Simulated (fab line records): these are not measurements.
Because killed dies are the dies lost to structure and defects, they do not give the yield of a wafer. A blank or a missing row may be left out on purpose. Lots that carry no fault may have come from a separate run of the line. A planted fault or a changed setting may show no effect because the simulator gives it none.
A struck lot beside a sound one :: flow n5-finfet :: 6 out of 1938 route steps
Sound: these wafers, L916.3, L916.4, L916.6. Struck: wafer L919.6. (L919.3 of the same lot was not struck and is left out.) The cause comes at the end.
At each step with rows: each side's tool, then ch and its chambers, then its first start. Under that, the readings that differ: sound wafers :: struck wafers :: difference of the means :: sigmas: that difference in standard deviations of wafers without a fault.
alike: readings with means less than 2 such deviations apart, plus words and numbers identical on both sides. not compared: withheld readings, readings lacking a value on some wafer, bounds such as >300 that could conceal the same value, and numbers that have no deviation in the record and whose values overlap.
Wherever a step has rows on one side only, a row that says differs or no value, or a row with sigmas, the two part there. Non-overlapping numbers with no deviation appear without sigmas and do not part them. A reading missing from all wafers of one side parts the sides only when that side holds two or more wafers.

N5_START_INSPECT_01: inspects for defects (unpatterned scan).
  sound: defect-inspect-02 at day 2 18:02; struck: defect-inspect-02 at day 3 12:02
  alike: raw-defect-count
then, 2 steps without rows for these wafers: N5_ZERO_LAYER_PRECLEAN_00 (cleans in SPM, time 600 s); N5_ZERO_LAYER_SRD_01 (time 30 s, dry time 30 s).
N5_ZERO_LAYER_PECVD_02: deposits SiO2 from SiH4/N2O, target thk 10 nm, time 6 s.
  sound on pecvd-01 ch 0,1,2, day 2 18:17; struck on pecvd-01 ch 1, day 3 12:28
reading: model.SiO2_of_ZERO_LAYER_PECVD_02.thk-nm (nm)
sound: 9.815 10.25 10.07
struck: 9.267
difference: -0.778
sigmas: 
  alike: heater-power-w, showerhead-plenum-p-Torr, showerhead-vpp-V
  not compared: susceptor-temp-C
then, 1 step without rows for these wafers: N5_ZERO_LAYER_HMDS_04 (time 60 s).
-- the record jumps here: 7 days lie between the struck wafers' starts before and after (it left off in module ZERO_LAYER and takes up again in module BEOL_M4, whose first step shown is number 1111 of the route) --
N5_BEOL_M4_RC_MEAS_101:
  sound on prober-01 ch 0, day 9 04:04; struck on prober-02 ch 0, day 10 02:44
reading: DIBL_P (mV/V)
sound: 36.5 36.7 35.7
struck: 41.6
difference: +5.3
sigmas: +2

reading: IOFF_N (nA/um)
sound: 0.16 0.14 0.13
struck: 0.26
difference: +0.12
sigmas: +3

reading: IOFF_P (nA/um)
sound: 0.22 0.22 0.21
struck: 0.32
difference: +0.10
sigmas: +2

reading: ION_N (uA/um)
sound: 658 657 648
struck: 699
difference: +45
sigmas: +3

reading: SS_P (mV/dec)
sound: 74.1 73.4 72.9
struck: 75.1
difference: +1.6
sigmas: +2

reading: VT_N (mV)
sound: 251 253 252
struck: 241
difference: -11
sigmas: -3
  alike: DIBL_N, ION_P, SS_N, VT_P

WHERE THEY PART
Within this record, at N5_BEOL_M4_RC_MEAS_101 only.

WHY: the cause the simulator had injected
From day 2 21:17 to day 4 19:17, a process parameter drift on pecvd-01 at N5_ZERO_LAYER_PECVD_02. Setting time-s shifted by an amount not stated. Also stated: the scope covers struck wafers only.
